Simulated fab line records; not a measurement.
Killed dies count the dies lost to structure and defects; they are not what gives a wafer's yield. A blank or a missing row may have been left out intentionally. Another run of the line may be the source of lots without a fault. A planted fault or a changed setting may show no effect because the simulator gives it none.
Comparing a struck lot with a sound one | flow n5 finfet | 31 steps out of a route of 1938
Sound: wafers L319.4, L319.5, L319.6. Struck: wafers L328.3, L328.4, L328.5. The cause is named last.
Order at every step that has rows: each side's tool, ch and its chambers, its first start. Under that, the readings that differ: sound wafers | struck wafers | difference of the means | sigmas: that difference in standard deviations of wafers without a fault.
alike: readings whose means differ by less than 2 such deviations, and words and numbers that are the same on both sides. not compared: withheld readings, readings that some wafer has no value for, bounds like >300 that may hide the same value, and numbers for which the record gives no deviation and whose values overlap.
Wherever a step has rows on one side only, a row that says differs or no value, or a row with sigmas, the two part there. Numbers that don't overlap but have no deviation are shown without sigmas and don't part them. A reading that every wafer of one side lacks parts them only if that side has two wafers or more.

first, 10 steps without rows for these wafers: N5_HKMG_FIN_DESCUM_53 (chemistry O2, time 7.9 s); N5_HKMG_FIN_ETCH_54 (etches SiARC in CF4, target depth 45.5 nm, time 75.8 s); N5_HKMG_FIN_ETCH_55 (etches SOC in N2/H2, target depth 240 nm, time 300 s); N5_HKMG_FIN_STRIP_56 (strips in N2/H2); N5_HKMG_FIN_STRIP_57 (strips in CF4); N5_HKMG_FIN_ETCH_58 (etches SOC in N2/H2, target depth 215.8 nm, time 741 s); N5_HKMG_FIN_STRIP_93 (strips SOC in N2/H2, time 20 s); N5_HKMG_FIN_WET_ETCH_76 (etches Al2O3 in dNH4OH, stops on La2O3, target depth 2.25 nm, rinse time 30 s); N5_HKMG_FIN_STRIP_60 (strips in N2/H2, time 360 s); N5_HKMG_FIN_WET_ETCH_77 (etches La2O3 in dHCl, stops on HfO2, target depth 2 nm).
N5_HKMG_FIN_WET_ETCH_78: etches Al2O3 in dNH4OH, stops on La2O3, target depth 4.5 nm, rinse time 30 s.
  sound on wet bench-05 ch 1,5,7, day 4 04:34; struck on wet bench-05 ch 3,6,7, day 6 12:05
then, 17 steps without rows for these wafers: N5_HKMG_FIN_ALD_79 (deposits TiN, target thk 1.5 nm, pulse time 1 s, purge time 3 s); N5_HKMG_FIN_CVD_62 (deposits a-Si from Si2H6, target thk 3 nm, time 20.8 s); N5_HKMG_FIN_RTA_80 (time 2 s); N5_HKMG_FIN_PRECLEAN_64 (cleans in dHF, time 30 s); N5_HKMG_FIN_WET_ETCH_65 (etches a-Si in TMAH, stops on TiN, time 49 s, target depth 3 nm); N5_HKMG_FIN_WET_ETCH_81 (etches TiN in SC1, stops on HfO2, time 57 s, target depth 6 nm); N5_HKMG_FIN_WET_ETCH_82 (etches La2O3 in dHCl, stops on HfO2, target depth 2 nm, rinse time 30 s); N5_HKMG_FIN_ALD_36 (deposits TiN, target thk 1 nm, pulse time 1 s, purge time 3 s); N5_HKMG_FIN_PWFM_ALD_03 (deposits TiN, target thk 2 nm, pulse time 1 s, purge time 3 s); N5_HKMG_FIN_COAT_29 (time 60 s, resist thk 300 nm); N5_HKMG_FIN_COAT_30 (time 60 s, resist thk 35 nm); N5_HKMG_FIN_COAT_06 (resist thk 90 nm); N5_HKMG_FIN_EBR_08; N5_HKMG_FIN_SOFTBAKE_07 (time 60 s); N5_HKMG_FIN_EXPOSE_09 (exposes mask NWFM); N5_HKMG_FIN_PEB_10 (peb time 60 s); N5_HKMG_FIN_DEVELOP_11 (develop time 30 s).
N5_HKMG_FIN_INSPECT_14: inspects for defects (macro).
  sound on defect inspect-02, day 4 06:38; struck on defect inspect-02, day 6 14:04
  reading          | sound | struck         | difference | sigmas
  raw defect count | 2 1 2 | >300 >300 >300 | differs    |
then, 1 step without rows for these wafers: N5_HKMG_FIN_DESCUM_17 (chemistry O2, time 7.9 s).
-- here the record skips 8 days between the struck wafers' starts before and after, leaving off in module HKMG_FIN and picking up in module PASSIVATION (first step shown: number 1936 of the route) --
N5_PASSIVATION_PROBE_49:
  record: rows for the struck wafers here (prober-01, day 14 17:16), none for the sound ones

== WHERE THEY PART ==
Earliest at N5_HKMG_FIN_INSPECT_14; latest, in this record, at N5_PASSIVATION_PROBE_49.

WHY: the cause the simulator had injected
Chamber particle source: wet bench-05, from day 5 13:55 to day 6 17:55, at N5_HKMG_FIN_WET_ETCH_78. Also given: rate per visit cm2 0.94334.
